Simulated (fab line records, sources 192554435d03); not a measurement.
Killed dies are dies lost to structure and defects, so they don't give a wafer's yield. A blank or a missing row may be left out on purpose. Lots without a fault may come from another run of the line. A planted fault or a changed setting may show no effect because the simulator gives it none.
Which tool did it? | flow n5_finfet | 9 lots, 27 wafers sampled, at 6 steps of a route of 1938

WHAT THE GAUGES READ, wafer by wafer
N5_BEOL_M1_OVL_MEAS_29.
lot  | measured     | on         | V0_OVL (nm)
L447 | day 7 06:01  | overlay-01 | -0.6 -0.1 0.0
L450 | day 8 00:38  | overlay-02 | -1.0 -0.5 -0.5
L452 | day 8 09:17  | overlay-01 | 0.8 -0.1 0.0
L453 | day 8 23:00  | overlay-02 | -0.2 -0.2 -0.3
L454 | day 9 02:56  | overlay-02 | -0.5 -0.4 0.0
L457 | day 9 15:55  | overlay-01 | 0.2 0.3 0.6
L459 | day 10 01:26 | overlay-02 | 0.4 0.4 0.3
L460 | day 10 05:21 | overlay-02 | -0.7 0.6 0.1
L466 | day 11 20:10 | overlay-01 | 0.7 -0.8 -0.2

N5_BEOL_M1_OCD_MEAS_38.
lot  | measured     | on     | trench_depth_nm (nm)
L447 | day 7 07:19  | ocd-02 | 57.6 57.0 53.9
L450 | day 8 21:25  | ocd-02 | 54.2 54.4 53.9
L452 | day 9 02:07  | ocd-01 | 55.5 53.7 53.5
L453 | day 9 02:36  | ocd-01 | 55.5 54.1 55.4
L454 | day 9 11:38  | ocd-02 | 54.3 58.0 55.5
L457 | day 9 20:29  | ocd-02 | 53.2 54.5 54.5
L459 | day 10 04:46 | ocd-01 | 45.8 55.7 46.5
L460 | day 10 07:20 | ocd-02 | 52.4 52.9 46.0
L466 | day 12 06:03 | ocd-02 | 57.1 56.4 57.2

N5_BEOL_M4_RC_MEAS_101.
lot  | measured     | on        | DIBL_N (mV/V)  | DIBL_P (mV/V) | IOFF_N (nA/um) | IOFF_P (nA/um) | ION_N (uA/um) | ION_P (uA/um) | SS_N (mV/dec)  | SS_P (mV/dec)  | VT_N (mV)   | VT_P (mV)
L447 | day 9 14:45  | prober-02 | 31.4 36.5 35.3 | 29 36 34      | 0.09 0.17 0.14 | 0.13 0.21 0.18 | 648 691 677   | 452 470 463   | 69.9 71.7 71.3 | 71.0 72.6 72.5 | 256 246 252 | -257 -249 -253
L450 | day 10 16:34 | prober-01 | 32.3 36.5 33.2 | 32 38 33      | 0.10 0.17 0.11 | 0.15 0.23 0.16 | 669 687 665   | 465 472 458   | 70.9 71.7 70.6 | 71.4 72.6 71.4 | 255 248 251 | -253 -250 -252
L452 | day 10 19:54 | prober-01 | 37.4 38.3 39.2 | 37 37 40      | 0.14 0.16 0.18 | 0.21 0.23 0.28 | 667 686 690   | 468 472 473   | 71.6 71.9 71.7 | 73.1 73.2 74.1 | 254 251 247 | -250 -249 -247
L453 | day 10 22:13 | prober-02 | 36.4 37.7 36.7 | 37 38 36      | 0.16 0.19 0.15 | 0.22 0.23 0.19 | 677 709 672   | 468 480 457   | 71.0 71.3 71.5 | 74.2 73.8 73.1 | 247 243 251 | -248 -249 -252
L454 | day 11 11:20 | prober-01 | 36.4 35.7 35.9 | 37 35 37      | 0.17 0.15 0.18 | 0.26 0.22 0.26 | 683 678 695   | 470 470 484   | 71.5 71.1 71.2 | 73.6 72.9 72.8 | 248 249 246 | -245 -248 -249
L457 | day 11 17:33 | prober-02 | 33.3 38.7 36.7 | 34 39 35      | 0.12 0.24 0.18 | 0.18 0.25 0.19 | 656 684 653   | 454 456 445   | 71.3 72.1 72.6 | 73.1 75.0 73.5 | 254 244 252 | -254 -251 -254
L459 | day 12 02:02 | prober-01 | 36.6 40.7 37.0 | 38 43 40      | 0.16 0.25 0.16 | 0.19 0.26 0.21 | 692 694 668   | 463 461 454   | 71.7 72.5 70.8 | 73.7 74.8 73.7 | 248 247 254 | -253 -250 -254
L460 | day 12 21:01 | prober-01 | 40.7 42.5 36.0 | 40 44 35      | 0.20 0.25 0.13 | 0.23 0.31 0.17 | 690 694 677   | 462 476 467   | 72.2 72.7 70.9 | 73.8 75.2 72.6 | 249 246 253 | -250 -247 -253
L466 | day 14 07:26 | prober-01 | 28.6 32.5 32.1 | 29 32 33      | 0.06 0.11 0.11 | 0.09 0.12 0.13 | 633 658 677   | 435 440 462   | 70.3 71.0 70.6 | 70.7 71.9 71.7 | 264 256 253 | -265 -259 -259

WHICH TOOL RAN EACH LOT (tool, then ch and the chambers of the sampled wafers, then the start)
lot  | N5_BEOL_M1_STRIP_36                | N5_BEOL_M1_TRENCH_ETCH_37          | N5_BEOL_M1_STRIP_97
L447 | rie_diel-03 ch 0,1,3, day 7 07:08  | rie_diel-03 ch 0,1,3, day 7 07:10  | rie_diel-03 ch 0,1,3, day 7 07:19 or earlier
L450 | rie_diel-05 ch 1,3, day 8 21:13    | rie_diel-05 ch 1,3, day 8 21:16    | rie_diel-05 ch 1,3, day 8 21:25 or earlier
L452 | rie_diel-02 ch 0,1,2, day 9 01:55  | rie_diel-02 ch 0,1,2, day 9 01:57  | rie_diel-02 ch 0,1,2, day 9 02:07 or earlier
L453 | rie_diel-02 ch 1,2, day 9 02:24    | rie_diel-02 ch 1,2, day 9 02:26    | rie_diel-02 ch 1,2, day 9 02:36 or earlier
L454 | rie_diel-03 ch 1,2,3, day 9 11:26  | rie_diel-03 ch 1,2,3, day 9 11:28  | rie_diel-03 ch 1,2,3, day 9 11:38 or earlier
L457 | rie_diel-02 ch 1,2,3, day 9 20:17  | rie_diel-02 ch 1,2,3, day 9 20:19  | rie_diel-02 ch 1,2,3, day 9 20:29 or earlier
L459 | rie_diel-02 ch 0,1,3, day 10 04:34 | rie_diel-02 ch 0,1,3, day 10 04:36 | rie_diel-02 ch 0,1,3, day 10 04:46 or earlier
L460 | rie_diel-02 ch 0,3, day 10 07:08   | rie_diel-02 ch 0,3, day 10 07:10   | rie_diel-02 ch 0,3, day 10 07:20 or earlier
L466 | rie_diel-03 ch 0,1,2, day 12 05:52 | rie_diel-03 ch 0,1,2, day 12 05:54 | rie_diel-03 ch 0,1,2, day 12 06:03 or earlier
- N5_BEOL_M1_STRIP_36: strips in N2/H2.
- N5_BEOL_M1_TRENCH_ETCH_37: etches SiOC in C4F6/O2, target depth 55.207 nm, time 29 s.
- N5_BEOL_M1_STRIP_97: strips in N2/H2, time 10 s.

WHAT THE TOOLS THEMSELVES READ (means of the sampled wafers that have a number; where no wafer has one, the mark that the record gives instead)
N5_BEOL_M1_STRIP_36.
lot  | tool        | drypump_motor_current_A (A) | oes_product_au (a.u.) | rf_vpp_V (V) | showerhead_plenum_p_Torr (Torr) | throttle_valve_pct (%)
L447 | rie_diel-03 | 5.3                         | 0.83                  | 59.5         | 2.55                            | 23.71
L450 | rie_diel-05 | 5.7                         | 0.70                  | 59.0         | 2.63                            | 23.81
L452 | rie_diel-02 | 5.8                         | 0.74                  | 58.0         | 2.52                            | 23.34
L453 | rie_diel-02 | 6.2                         | 0.78                  | 58.6         | 2.53                            | 23.46
L454 | rie_diel-03 | 5.4                         | 0.81                  | 61.0         | 2.58                            | 23.81
L457 | rie_diel-02 | 6.1                         | 0.73                  | 59.9         | 2.54                            | 23.55
L459 | rie_diel-02 | 5.9                         | 0.73                  | 58.6         | 2.60                            | 23.51
L460 | rie_diel-02 | 5.5                         | 0.69                  | 58.8         | 2.60                            | 23.38
L466 | rie_diel-03 | 5.8                         | 0.85                  | 58.4         | 2.53                            | 23.79

N5_BEOL_M1_TRENCH_ETCH_37.
lot  | tool        | drypump_motor_current_A (A) | mfc_ar_sccm (sccm) | oes_ar_750_au (a.u.) | oes_f_703_au (a.u.) | oes_product_au (a.u.) | rf_vpp_V (V) | showerhead_plenum_p_Torr (Torr) | throttle_valve_pct (%)
L447 | rie_diel-03 | 5.4                         | 300.8              | 0.84                 | 0.84                | 0.84                  | 673          | 2.89                            | 21.12
L450 | rie_diel-05 | 5.7                         | 301.2              | 0.70                 | 0.68                | 0.70                  | 678          | 2.95                            | 21.13
L452 | rie_diel-02 | 5.8                         | 300.8              | 0.73                 | 0.72                | 0.74                  | 667          | 2.84                            | 20.76
L453 | rie_diel-02 | 6.2                         | 300.5              | 0.77                 | 0.77                | 0.77                  | 668          | 2.83                            | 20.62
L454 | rie_diel-03 | 5.4                         | 299.6              | 0.81                 | 0.81                | 0.81                  | 674          | 2.93                            | 21.16
L457 | rie_diel-02 | 6.1                         | 298.8              | 0.72                 | 0.72                | 0.72                  | 667          | 2.84                            | 20.76
L459 | rie_diel-02 | 5.9                         | 299.3              | 0.73                 | 0.72                | 0.68                  | 673          | 2.91                            | 20.71
L460 | rie_diel-02 | 5.5                         | 301.4              | 0.69                 | 0.68                | 0.66                  | 672          | 2.92                            | 20.85
L466 | rie_diel-03 | 5.7                         | 299.9              | 0.85                 | 0.84                | 0.85                  | 667          | 2.85                            | 21.13

N5_BEOL_M1_STRIP_97.
lot  | tool        | drypump_motor_current_A (A) | oes_product_au (a.u.) | rf_vpp_V (V) | showerhead_plenum_p_Torr (Torr) | throttle_valve_pct (%)
L447 | rie_diel-03 | 5.4                         | 0.83                  | 58.9         | 2.55                            | 23.72
L450 | rie_diel-05 | 5.7                         | 0.70                  | 59.2         | 2.63                            | 23.79
L452 | rie_diel-02 | 5.8                         | 0.74                  | 58.9         | 2.52                            | 23.34
L453 | rie_diel-02 | 6.2                         | 0.78                  | 59.2         | 2.53                            | 23.46
L454 | rie_diel-03 | 5.4                         | 0.80                  | 59.5         | 2.58                            | 23.83
L457 | rie_diel-02 | 6.1                         | 0.73                  | 59.0         | 2.54                            | 23.57
L459 | rie_diel-02 | 5.9                         | 0.72                  | 59.3         | 2.61                            | 23.49
L460 | rie_diel-02 | 5.5                         | 0.68                  | 60.2         | 2.60                            | 23.37
L466 | rie_diel-03 | 5.8                         | 0.85                  | 59.7         | 2.53                            | 23.80

THE ANSWER, worked out from the rows above alone
Rule: what is usual is taken from the lots themselves. Put in order of their means at a reading, lots are off if they are a third of the lots or fewer, leave a main group of 4 or more, and stand apart from it by a gap of 3 or more times the standard deviation of the main group's means; of several such gaps the widest counts. A main group whose means are all the same, to the digits that the tables above print for the reading, isn't used. A lot without any number at a reading at which 4 lots or more have one is off too. The other lots that the step has rows for count as sound. The gauges are gone through in route order, then the tools' own readings, and for those a lot's mean is taken as printed above. The first step at which some lot is off is used, and at that step the reading that is off furthest; a lot without a number counts as furthest.
Off: L459, L460, at N5_BEOL_M1_OCD_MEAS_38 (trench_depth_nm). The main group: mean 55.2 nm, standard deviation 1.
A tool fits if, at a process step before that reading, it ran every lot that is off, and no sound lot after the first of them. The gauges at N5_BEOL_M1_OCD_MEAS_38 are tried like those tools. N5_BEOL_M1_STRIP_97 gives no start for some lots, so the hours and the order of its lots are those of N5_BEOL_M1_OCD_MEAS_38. One fits: rie_diel-02 at N5_BEOL_M1_STRIP_36 and N5_BEOL_M1_TRENCH_ETCH_37 and N5_BEOL_M1_STRIP_97. At N5_BEOL_M1_STRIP_36 its last sound lot is L457 (day 9 20:17), its first lot that is off L459 (day 10 04:34): a fault that began between those two fits.

WHAT THE SIMULATOR HAD PUT IN
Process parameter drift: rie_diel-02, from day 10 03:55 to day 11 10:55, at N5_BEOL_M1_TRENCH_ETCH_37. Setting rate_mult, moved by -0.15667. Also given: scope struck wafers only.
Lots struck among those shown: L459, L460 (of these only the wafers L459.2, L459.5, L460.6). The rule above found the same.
